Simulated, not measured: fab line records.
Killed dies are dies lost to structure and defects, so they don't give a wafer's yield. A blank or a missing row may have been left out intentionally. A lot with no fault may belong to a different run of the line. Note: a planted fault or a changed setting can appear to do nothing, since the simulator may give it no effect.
Matching of chambers -- flow nand-harc -- NHARC_A_STAIRCASE_STRIP_476 on rie-diel-04: 4 sister chambers
The step strips in O2, time 20 s. 8 wafers are shown with their chamber, then 10 later ones without.

## WAFERS PAIRED WITH THEIR CHAMBERS
wafer,chamber,drypump-motor-current-A (A),showerhead-plenum-p-Torr (Torr)
L074.3,3,5.3,3.63
L079.5,3,5.3,3.63
L087.6,0,5.8,3.51
L088.2,0,5.9,3.51
L088.5,2,5.8,3.73
L088.6,1,4.8,3.35
L091.2,1,4.8,3.35
L091.3,2,5.8,3.72

## WAFERS MISSING THEIR CHAMBER
wafer,drypump-motor-current-A (A),showerhead-plenum-p-Torr (Torr)
L091.5,5.8,3.51
L093.4,4.8,3.34
L093.5,5.8,3.72
L093.6,5.3,3.60
L094.1,5.8,3.50
L094.3,5.8,3.72
L094.4,4.8,3.35
L095.1,5.3,3.60
L095.2,5.8,3.71
L095.6,5.8,3.71

## CHAMBER TAKEN BY EACH
wafer,from the rows above,in truth
L091.5,0,0
L093.4,1,1
L093.5,2,2
L093.6,3,3
L094.1,0,0
L094.3,2,2
L094.4,1,1
L095.1,3,3
L095.2,2,2
L095.6,2,2
10 of 10 placed correctly. Left unplaced by these rows: 0. Wrongly placed: 0.
How it was worked out, from the rows above alone: a wafer's distance from a chamber is the root of the sum, over the readings, of the square of ((its reading less the chamber's mean) divided by the reading's scatter). If the next closest chamber is less than 2 further off than the closest, the wafer can't be placed; otherwise it belongs to the closest. A chamber's mean is the mean of its shown wafers. The scatter: take each reading less its chamber's mean, square it, sum over the shown wafers, divide by the number of wafers less the number of chambers, and take the root.
